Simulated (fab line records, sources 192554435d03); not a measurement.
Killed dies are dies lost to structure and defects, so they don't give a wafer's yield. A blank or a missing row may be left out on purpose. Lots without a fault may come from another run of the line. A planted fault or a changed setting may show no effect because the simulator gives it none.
fab line records | flow n5_finfet
record lots=15 wafers=45 last_day=19
route steps=1938 shown SDB@375 HKMG_FIN@413 BEOL_M4@1111
lots that met no fault: from a run of the same line without faults
start_h: hours from the record's first day to the start of the lot's first wafer shown | wait_h: hours since the lot's step before | " the same as in the row above | L1.1+2: a row that stands for several wafers | - no value, or no start given | * or withheld: withheld | < > ~ a bound
route shown NAME@n: a module of which the file shows steps, and the number in the route of the first | usual: mean/standard deviation of fault-free wafers | same: alike in all rows | chamber/n: place in a boat | sites: the reading at each site | _std_site: their standard deviation | _edge_site: outer sites' mean less inner sites' | radius_mm: how far each site lies from the wafer's centre | mask NAME#n: copy n | behind: the tool/chamber that last shaped the wafer | hold: why the lot was held/for how many hours/how that ended | device: the transistor (n, p or np) that didn't switch | end of line: the same wafers' tests at the end of the route | a step without rows: its recipe alone | killed: dies lost to structure and defects at the first sort, not the wafer's yield | map: a wafer's dies, x killed, . not, _ none there
set.NAME: the setting as run; set.NAME@STEP: as run at that earlier step | model.NAME: the simulator's own value behind a step, which no gauge read
steps of the route over a sample of lots; a table a step, a row a wafer
services: from which hour (start_h, from the record's first day; less than 0 if before it) a tool's chamber was out of use, for how many hours, and why
## steps
# step N5_SDB_THK_MEAS_31
# recipe reads=a-Si_of_DUMMY_GATE_CVD_03
# usual SDB_THK=64.2/1.3
# columns lot.wafer tool chamber start_h wait_h SDB_THK[nm]
L372.1 film_metro-01 - 83.20 - 63.8
L372.4 " - " " 64.2
L372.5 " - " " 64.1
L373.1 film_metro-02 - 88.41 - 62.3
L373.4 " - " " 64.1
L373.5 " - " " 63.7
L375.1 film_metro-01 - 104.87 - 64.5
L375.4 " - " " 67.3
L375.6 " - " " 65.0
L376.1 film_metro-01 - 109.80 - 64.0
L376.4 " - " " 64.5
L376.6 " - " " 64.8
L377.1 film_metro-02 - 115.67 - 66.0
L377.3 " - " " 64.5
L377.4 " - " " 66.9
L378.3 film_metro-02 - 125.93 - 63.3
L378.4 " - " " 63.0
L378.6 " - " " 63.1
L379.2 film_metro-02 - 127.61 - 64.1
L379.4 " - " " 65.2
L379.6 " - " " 65.5
L380.1 film_metro-02 - 134.83 - 64.3
L380.4 " - " " 63.0
L380.6 " - " " 61.6
L383.1 film_metro-01 - 151.09 - 63.8
L383.2 " - " " 64.8
L383.5 " - " " 64.4
L386.3 film_metro-02 - 168.33 - 64.4
L386.4 " - " " 64.4
L386.5 " - " " 65.6
L387.1 film_metro-02 - 172.42 - 64.8
L387.2 " - " " 64.0
L387.6 " - " " 63.3
L388.1 film_metro-02 - 180.94 - 63.5
L388.2 " - " " 64.0
L388.6 " - " " 65.2
L391.2 film_metro-01 - 197.01 - 64.2
L391.5 " - " " 65.3
L391.6 " - " " 64.7
L392.2 film_metro-02 - 209.95 - 64.2
L392.4 " - " " 63.9
L392.5 " - " " 63.8
L393.2 film_metro-01 - 210.26 - 64.9
L393.3 " - " " 64.5
L393.6 " - " " 63.2
# step N5_HKMG_FIN_CVD_62
# recipe material=a-Si target_thk_a=30 temp_c=500 precursor=Si2H6 pressure_torr=1 time_s=20.8
# usual heater_power_w=1366/130 susceptor_temp_C=500.01/0.28
# columns lot.wafer tool chamber start_h wait_h heater_power_w susceptor_temp_C
L372.1 thermal_cvd_si-02 2 86.92 0.2 1506 499.44
L372.4 " 0 " " 1504 500.15
L372.5 " 2 " " 1507 499.93
L373.1 thermal_cvd_si-01 1 92.01 0.2 1309 500.09
L373.4 " 1 " " 1291 500.53
L373.5 " 0 " " 1233 500.40
L375.1 thermal_cvd_si-01 1 108.30 0.2 1273 499.63
L375.4 " 1 " " 1274 499.60
L375.6 " 1 " " 1295 499.49
L376.1 thermal_cvd_si-02 1 113.21 0.2 1438 500.06
L376.4 " 2 " " 1551 500.17
L376.6 " 1 " " 1405 500.00
L377.1 thermal_cvd_si-01 1 119.55 0.2 1273 500.51
L377.3 " 1 " " 1268 500.27
L377.4 " 2 " " 1212 500.07
L378.3 thermal_cvd_si-02 0 130.18 0.2 1529 500.44
L378.4 " 1 " " 1403 500.05
L378.6 " 0 " " 1490 500.01
L379.2 thermal_cvd_si-01 1 131.56 0.2 1287 500.48
L379.4 " 0 " " 1232 499.76
L379.6 " 2 " " 1204 500.18
L380.1 thermal_cvd_si-02 2 138.56 0.2 1492 500.14
L380.4 " 0 " " 1507 500.04
L380.6 " 2 " " 1516 500.35
L383.1 thermal_cvd_si-01 1 154.67 0.2 1284 500.10
L383.2 " 2 " " 1230 499.88
L383.5 " 2 " " 1214 499.96
L386.3 thermal_cvd_si-02 1 171.79 0.2 1428 500.26
L386.4 " 2 " " 1469 499.92
L386.5 " 0 " " 1556 500.18
L387.1 thermal_cvd_si-01 1 175.91 0.2 1276 500.28
L387.2 " 0 " " 1234 499.86
L387.6 " 0 " " 1227 499.90
L388.1 thermal_cvd_si-02 1 184.43 0.2 1470 499.85
L388.2 " 2 " " 1518 499.89
L388.6 " 0 " " 1539 499.84
L391.2 thermal_cvd_si-01 0 200.92 0.2 1213 500.32
L391.5 " 0 " " 1225 500.22
L391.6 " 1 " " 1312 499.99
L392.2 thermal_cvd_si-02 1 213.39 0.2 1401 500.07
L392.4 " 1 " " 1441 500.10
L392.5 " 2 " " 1523 500.09
L393.2 thermal_cvd_si-01 0 214.17 0.2 1233 500.51
L393.3 " 1 " " 1276 499.39
L393.6 " 0 " " 1232 500.54
# step N5_HKMG_FIN_WET_ETCH_65
# recipe chemistry=TMAH temp_c=70 conc_wt_pct=5 target=a-Si stop_on=TiN time_s=49 target_depth_nm=3
# usual bath_guard_temp_C=70.0/0.63 bath_heat_duty_pct=13.2/1.6
# columns lot.wafer tool chamber start_h wait_h bath_guard_temp_C bath_heat_duty_pct
L372.1 wet_bench-04 4 87.81 0.0 69.2 11.4
L372.4 " 1 " " 70.4 13.5
L372.5 " 2 " " 71.4 15.2
L373.1 wet_bench-02 3 92.51 0.0 70.5 13.1
L373.4 " 2 " " 70.0 13.3
L373.5 " 6 " " 69.8 11.1
L375.1 wet_bench-01 6 109.42 0.0 68.8 16.2
L375.4 " 1 " " 70.2 15.8
L375.6 " 3 " " 69.5 13.7
L376.1 wet_bench-01 6 113.76 0.0 69.3 17.3
L376.4 " 0 " " 70.6 13.4
L376.6 " 2 " " 69.3 13.2
L377.1 wet_bench-04 2 119.96 0.0 71.6 15.5
L377.3 " 1 " " 70.6 14.8
L377.4 " 0 " " 70.4 12.6
L378.3 wet_bench-02 5 130.49 0.0 69.8 14.2
L378.4 " 3 " " 70.6 12.3
L378.6 " 1 " " 68.9 15.2
L379.2 wet_bench-04 2 131.90 0.0 71.3 15.7
L379.4 " 5 " " 69.2 13.1
L379.6 " 1 " " 70.2 13.4
L380.1 wet_bench-04 7 138.99 0.0 70.0 10.2
L380.4 " 1 " " 70.0 13.4
L380.6 " 4 " " 69.2 11.1
L383.1 wet_bench-01 6 155.06 0.0 69.3 16.4
L383.2 " 1 " " 70.2 14.3
L383.5 " 0 " " 70.3 12.3
L386.3 wet_bench-02 2 172.15 0.0 - -
L386.4 " 4 " " - -
L386.5 " 7 " " - -
L387.1 wet_bench-01 3 176.32 0.0 - -
L387.2 " 1 " " - -
L387.6 " 0 " " - -
L388.1 wet_bench-01 4 184.76 0.0 - -
L388.2 " 6 " " - -
L388.6 " 7 " " - -
L391.2 wet_bench-02 1 201.39 0.0 68.7 14.6
L391.5 " 3 " " 70.3 13.4
L391.6 " 2 " " 69.6 13.7
L392.2 wet_bench-01 3 213.70 0.0 69.5 14.2
L392.4 " 5 " " 69.8 12.3
L392.5 " 4 " " 70.7 15.2
L393.2 wet_bench-04 4 214.55 0.0 69.6 10.2
L393.3 " 0 " " 70.6 13.3
L393.6 " 7 " " 69.9 12.4
# step N5_HKMG_FIN_INSPECT_14
# recipe mode=adi inspect_instrument=macro
# usual raw_defect_count=1.9/1.3
# columns lot.wafer tool chamber start_h wait_h raw_defect_count
L372.1 defect_inspect-01 - 89.16 0.0 1
L372.4 " - " " 0
L372.5 " - " " 1
L373.1 defect_inspect-02 - 94.06 0.0 0
L373.4 " - " " 2
L373.5 " - " " 1
L375.1 defect_inspect-01 - 110.61 0.0 1
L375.4 " - " " 1
L375.6 " - " " 3
L376.1 defect_inspect-02 - 115.16 0.0 1
L376.4 " - " " 2
L376.6 " - " " 0
L377.1 defect_inspect-02 - 121.28 0.0 2
L377.3 " - " " 3
L377.4 " - " " 0
L378.3 defect_inspect-02 - 131.81 0.0 4
L378.4 " - " " 3
L378.6 " - " " 0
L379.2 defect_inspect-02 - 133.49 0.0 0
L379.4 " - " " 3
L379.6 " - " " 3
L380.1 defect_inspect-02 - 140.33 0.0 1
L380.4 " - " " 4
L380.6 " - " " 2
L383.1 defect_inspect-02 - 156.26 0.0 2
L383.2 " - " " 1
L383.5 " - " " 1
L386.3 defect_inspect-01 - 173.66 0.0 2
L386.4 " - " " 1
L386.5 " - " " 1
L387.1 defect_inspect-01 - 177.64 0.0 1
L387.2 " - " " 4
L387.6 " - " " 4
L388.1 defect_inspect-02 - 185.96 0.0 3
L388.2 " - " " 0
L388.6 " - " " 2
L391.2 defect_inspect-02 - 202.70 0.0 2
L391.5 " - " " 2
L391.6 " - " " 2
L392.2 defect_inspect-01 - 215.03 0.0 1
L392.4 " - " " 4
L392.5 " - " " 0
L393.2 defect_inspect-01 - 215.74 0.0 1
L393.3 " - " " 2
L393.6 " - " " 3
# step N5_BEOL_M4_RC_MEAS_101
# usual DIBL_N=35.8/1.7 DIBL_P=35.3/2 EOT_P=10.49/0.094 IGATE_P=0.0036/0.00053 IOFF_N=0.150/0.026 IOFF_N_85C=3.0/0.44 IOFF_N_LIN=0.070/0.0098 IOFF_N_LONG=5.58e-05/2.1e-06 IOFF_P=0.194/0.029 IOFF_P_85C=3.4/0.42 IOFF_P_LIN=0.093/0.011 IOFF_P_LONG=0.000102/8.2e-06 ION_N=667/11 ION_P=456/7.1 SS_N=71.4/0.65 SS_P=73.1/0.64 VT_N=251/3 VT_N_LONG=274.4/2.1 VT_N_LVT=99/3.1 VT_P=-252/3.2 VT_P_LONG=-276.3/2.6 VT_P_LVT=-99.8/2.3
# columns lot.wafer tool chamber start_h wait_h DIBL_N[mV/V] DIBL_P[mV/V] EOT_P IGATE_P[nA/um] IOFF_N[nA/um] IOFF_N_85C[nA/um] IOFF_N_LIN[nA/um] IOFF_N_LONG[nA/um] IOFF_P[nA/um] IOFF_P_85C[nA/um] IOFF_P_LIN[nA/um] IOFF_P_LONG[nA/um] ION_N[uA/um] ION_P[uA/um] SS_N[mV/dec] SS_P[mV/dec] VT_N[mV] VT_N_LONG[mV] VT_N_LVT[mV] VT_P[mV] VT_P_LONG[mV] VT_P_LVT[mV]
L372.1 prober-02 0 223.98 0.0 36.1 36.4 10.57 0.0029 0.148 2.9 0.071 5.17e-05 0.197 3.4 0.094 9.4e-05 663 452 71.0 73.3 252 277.7 99 -252 -277.9 -100.0
L372.4 " 0 " " 36.0 36.0 10.41 0.0035 0.150 2.9 0.072 5.35e-05 0.196 3.4 0.094 9.5e-05 671 462 71.1 73.4 253 275.3 99 -255 -279.5 -99.3
L372.5 " 0 " " 37.7 37.8 10.64 0.0030 0.173 3.3 0.080 5.15e-05 0.228 3.8 0.104 9.3e-05 666 457 72.4 74.0 247 278.6 97 -250 -279.4 -98.6
L373.1 prober-02 0 239.13 0.0 36.3 39.2 10.44 0.0039 0.181 3.5 0.083 5.38e-05 0.208 3.6 0.095 9e-05 679 459 71.7 73.6 248 275.2 94 -252 -279.6 -97.9
L373.4 " 0 " " 35.5 38.0 10.52 0.0033 0.148 2.9 0.070 5.44e-05 0.189 3.4 0.090 9.4e-05 659 453 72.0 73.9 249 275.6 99 -253 -277.1 -99.3
L373.5 " 0 " " 35.1 37.0 10.40 0.0038 0.158 3.1 0.073 5.62e-05 0.186 3.3 0.090 9.3e-05 675 458 71.8 72.7 252 274.4 96 -253 -279.2 -99.7
L375.1 prober-02 0 248.07 0.0 33.9 32.9 10.46 0.0043 0.125 2.6 0.059 5.69e-05 0.150 2.8 0.078 9.4e-05 669 448 71.4 72.4 255 274.1 101 -255 -273.9 -103.2
L375.4 " 0 " " 31.8 31.0 10.47 0.0037 0.097 2.0 0.049 5.58e-05 0.135 2.6 0.074 0.000103 644 443 69.8 72.2 256 276.4 105 -257 -276.8 -104.1
L375.6 " 0 " " 34.2 33.7 10.37 0.0037 0.125 2.6 0.060 5.67e-05 0.157 2.9 0.081 9.7e-05 662 453 71.0 72.5 253 276.4 101 -254 -275.9 -102.6
L376.1 prober-02 0 260.43 0.0 34.8 34.4 10.46 0.0033 0.118 2.5 0.058 5.29e-05 0.165 3.0 0.081 9.7e-05 659 450 70.4 72.9 254 273.7 104 -255 -275.5 -104.0
L376.4 " 0 " " 35.6 35.2 10.68 0.0026 0.126 2.6 0.061 5.29e-05 0.167 3.0 0.082 9.4e-05 649 448 71.1 72.2 254 277.9 102 -256 -280.6 -104.8
L376.6 " 0 " " 34.6 33.4 10.65 0.0030 0.110 2.3 0.053 5.27e-05 0.152 2.7 0.076 9e-05 638 445 70.9 72.4 257 276.4 106 -259 -279.3 -105.7
L377.1 prober-02 0 269.99 0.0 34.0 35.8 10.47 0.0039 0.141 2.8 0.069 5.78e-05 0.208 3.6 0.102 0.000113 676 468 70.9 72.7 250 271.4 99 -249 -273.1 -96.7
L377.3 " 0 " " 32.6 33.2 10.35 0.0046 0.123 2.6 0.060 5.84e-05 0.172 3.1 0.091 0.00011 667 458 70.8 71.9 251 270.5 101 -251 -274.7 -99.4
L377.4 " 0 " " 36.1 38.3 10.44 0.0039 0.184 3.5 0.085 5.69e-05 0.250 4.3 0.119 0.000115 680 468 71.3 73.2 247 272.1 95 -243 -273.5 -94.4
L378.3 prober-01 0 273.25 0.3 36.8 35.8 10.55 0.0039 0.160 3.1 0.074 5.63e-05 0.220 3.8 0.108 0.000113 670 466 71.6 73.3 251 274.7 100 -246 -273.1 -99.8
L378.4 " 0 " " 36.0 34.6 10.48 0.0039 0.148 2.9 0.067 5.7e-05 0.216 3.7 0.106 0.000127 672 463 71.1 73.3 250 274.1 102 -245 -273.9 -99.8
L378.6 " 0 " " 36.3 36.0 10.42 0.0040 0.154 3.0 0.072 5.68e-05 0.232 4.0 0.112 0.000116 666 463 71.7 73.3 250 271.5 101 -246 -271.6 -98.7
L380.1 prober-02 0 276.82 0.0 33.9 32.9 10.62 0.0027 0.124 2.5 0.062 5.56e-05 0.169 3.1 0.086 0.0001 660 451 71.0 72.6 254 272.3 101 -252 -276.8 -102.6
L380.4 " 0 " " 35.7 34.6 10.61 0.0031 0.149 3.0 0.072 5.59e-05 0.199 3.5 0.097 0.000103 673 465 70.5 72.7 252 274.2 98 -251 -274.9 -100.4
L380.6 " 0 " " 36.5 34.1 10.49 0.0034 0.156 3.1 0.071 5.79e-05 0.182 3.2 0.090 0.000104 665 450 70.8 72.6 251 273.7 99 -254 -277.3 -101.5
L379.2 prober-01 0 277.01 0.2 34.5 36.0 10.48 0.0034 0.148 3.0 0.072 5.87e-05 0.217 3.6 0.102 0.000111 665 464 71.5 73.9 250 271.1 98 -247 -273.1 -97.5
L379.4 " 0 " " 33.9 34.6 10.53 0.0031 0.136 2.7 0.065 5.74e-05 0.202 3.5 0.097 0.000109 660 463 70.9 72.9 251 272.4 98 -250 -275.0 -96.7
L379.6 " 0 " " 35.6 36.7 10.39 0.0038 0.175 3.4 0.081 5.77e-05 0.238 4.0 0.110 0.000104 671 462 71.9 73.8 247 271.8 96 -246 -273.0 -95.9
L383.1 prober-01 0 286.95 0.0 35.4 34.1 10.65 0.0025 0.146 2.8 0.067 5.78e-05 0.177 3.1 0.088 0.000102 670 454 71.3 72.7 251 274.0 98 -253 -276.5 -100.8
L383.2 " 0 " " 36.5 35.8 10.50 0.0036 0.153 2.9 0.070 5.62e-05 0.193 3.4 0.091 0.0001 656 447 72.2 72.5 251 276.5 98 -252 -276.8 -100.0
L383.5 " 0 " " 36.5 34.9 10.53 0.0033 0.155 2.9 0.069 5.76e-05 0.184 3.3 0.089 0.000101 661 453 71.7 73.5 251 274.4 100 -252 -276.5 -100.5
L386.3 prober-01 0 313.59 0.3 34.5 35.1 11.06 0.0005 0.000 0.0 0.000 3.82e-05 4.239 44.7 2.056 0.001168 140 569 71.1 73.9 512 517.6 360 -163 -198.7 -13.6
L386.4 " 0 " " 34.4 33.9 10.73 0.0008 0.000 0.0 0.000 3.85e-05 3.945 42.0 1.931 0.001179 141 564 70.8 73.0 514 523.5 361 -167 -200.3 -14.8
L386.5 " 0 " " 36.1 36.3 10.91 0.0007 0.000 0.0 0.000 3.9e-05 4.709 49.1 2.157 0.001163 145 568 71.9 73.0 512 522.0 357 -164 -200.2 -12.4
L388.1 prober-02 0 327.20 0.0 36.4 35.8 10.83 0.0006 0.000 0.0 0.000 3.97e-05 3.837 41.8 1.819 0.001024 144 547 72.4 73.6 512 521.7 358 -166 -205.2 -14.9
L388.2 " 0 " " 35.6 35.5 10.72 0.0008 0.000 0.0 0.000 3.93e-05 3.741 41.2 1.812 0.001051 148 564 71.5 73.6 505 516.4 357 -167 -204.2 -14.9
L388.6 " 0 " " 38.0 38.2 10.78 0.0008 0.000 0.0 0.000 3.98e-05 4.587 48.5 2.073 0.001028 151 571 72.3 74.5 504 520.9 351 -165 -204.6 -12.8
L387.1 prober-01 0 327.92 0.2 38.3 36.4 11.09 0.0005 0.000 0.0 0.000 4.02e-05 4.393 47.2 2.150 0.001102 156 562 72.7 73.6 497 512.2 349 -165 -201.0 -11.4
L387.2 " 0 " " 34.6 33.8 10.86 0.0007 0.000 0.0 0.000 3.93e-05 3.620 39.7 1.846 0.001106 156 573 70.5 71.9 501 515.1 350 -166 -201.8 -13.4
L387.6 " 0 " " 37.8 37.3 10.89 0.0007 0.000 0.0 0.000 3.93e-05 4.624 49.3 2.225 0.001112 157 576 71.2 72.8 502 517.6 348 -164 -201.9 -10.3
L391.2 prober-01 0 344.32 0.2 34.3 34.8 10.38 0.0037 0.117 2.4 0.060 5.44e-05 0.170 3.0 0.082 0.000102 668 463 70.9 73.4 255 273.7 101 -253 -276.7 -102.3
L391.5 " 0 " " 36.6 37.6 10.48 0.0033 0.153 3.0 0.073 5.36e-05 0.217 3.7 0.097 0.000103 666 458 71.9 73.2 253 277.0 101 -251 -277.8 -99.5
L391.6 " 0 " " 34.5 35.9 10.39 0.0041 0.129 2.6 0.064 5.31e-05 0.184 3.2 0.087 9.7e-05 674 463 71.3 73.1 252 273.8 100 -253 -278.7 -102.5
L392.2 prober-02 0 347.74 0.2 37.6 35.2 10.60 0.0032 0.177 3.4 0.080 5.77e-05 0.217 3.7 0.103 0.000104 680 463 71.3 73.9 248 275.5 96 -248 -274.0 -99.7
L392.4 " 0 " " 36.5 35.3 10.57 0.0034 0.159 3.1 0.074 5.67e-05 0.212 3.7 0.102 0.000103 669 461 70.4 72.7 250 272.7 98 -250 -275.3 -100.5
L392.5 " 0 " " 36.8 36.0 10.56 0.0039 0.167 3.3 0.077 5.64e-05 0.225 3.9 0.106 0.0001 679 464 71.2 73.7 250 274.2 99 -252 -275.3 -100.3
L393.2 prober-02 0 349.58 0.2 36.4 37.8 10.37 0.0042 0.167 3.3 0.078 5.44e-05 0.192 3.4 0.089 8.7e-05 676 457 71.4 73.8 247 275.7 93 -252 -281.2 -99.0
L393.3 " 0 " " 32.1 30.6 10.44 0.0039 0.103 2.2 0.050 5.59e-05 0.114 2.2 0.061 8.8e-05 649 443 70.6 71.6 255 272.7 101 -260 -279.7 -105.5
L393.6 " 0 " " 38.1 38.0 10.37 0.0038 0.195 3.7 0.083 5.67e-05 0.186 3.4 0.086 8.6e-05 674 452 72.7 73.5 247 270.7 94 -255 -278.9 -100.1
## services
# columns tool chamber start_h hours kind
thermal_cvd_si-02 1 80.29 16.4 repair
thermal_cvd_si-01 0 104.11 17.0 repair
thermal_cvd_si-01 - 183.47 6.1 pm
## key
first_sign step=N5_HKMG_FIN_WET_ETCH_65 reading=tool_record direction=missing
effect step=N5_BEOL_M4_RC_MEAS_101 reading=IOFF_P_LIN direction=up sigmas=99+ usual=0.093 struck=2.008
effect step=N5_BEOL_M4_RC_MEAS_101 reading=IOFF_P direction=up sigmas=99+ usual=0.194 struck=4.188
effect step=N5_BEOL_M4_RC_MEAS_101 reading=IOFF_P_LONG direction=up sigmas=99+ usual=0.000102 struck=0.001104
effect step=N5_BEOL_M4_RC_MEAS_101 reading=VT_N_LONG direction=up sigmas=99+ usual=274.4 struck=518.6
effect step=N5_BEOL_M4_RC_MEAS_101 reading=IOFF_P_85C direction=up sigmas=98 usual=3.4 struck=44.8
effect step=N5_BEOL_M4_RC_MEAS_101 reading=VT_N direction=up sigmas=85 usual=251 struck=507
effect step=N5_BEOL_M4_RC_MEAS_101 reading=VT_N_LVT direction=up sigmas=83 usual=99 struck=355
effect step=N5_BEOL_M4_RC_MEAS_101 reading=ION_N direction=down sigmas=48 usual=667 struck=149
effect step=N5_BEOL_M4_RC_MEAS_101 reading=VT_P_LVT direction=up sigmas=37 usual=-99.8 struck=-13.2
effect step=N5_BEOL_M4_RC_MEAS_101 reading=VT_P_LONG direction=up sigmas=29 usual=-276.3 struck=-202.0
effect step=N5_BEOL_M4_RC_MEAS_101 reading=VT_P direction=up sigmas=27 usual=-252 struck=-165
effect step=N5_BEOL_M4_RC_MEAS_101 reading=ION_P direction=up sigmas=15 usual=456 struck=566
met_at N5_HKMG_FIN_WET_ETCH_65
struck_lots L386,L387,L388
sort_left_out L386.3,L386.4,L386.5,L387.1,L387.2,L387.6,L388.1,L388.2,L388.6
not_acting_at N5_SDB_THK_MEAS_31,N5_HKMG_FIN_CVD_62,N5_HKMG_FIN_INSPECT_14
onset_between 155.06 172.15
fault kind=skipped_step_whole tool=wet_bench-01,wet_bench-02 chamber=- onset_h=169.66 steps=N5_HKMG_FIN_WET_ETCH_65 scope=struck_lots_only
# sort_left_out: the simulated sort isn't trusted on such a fault, so these wafers' sort isn't shown, and their yield isn't known
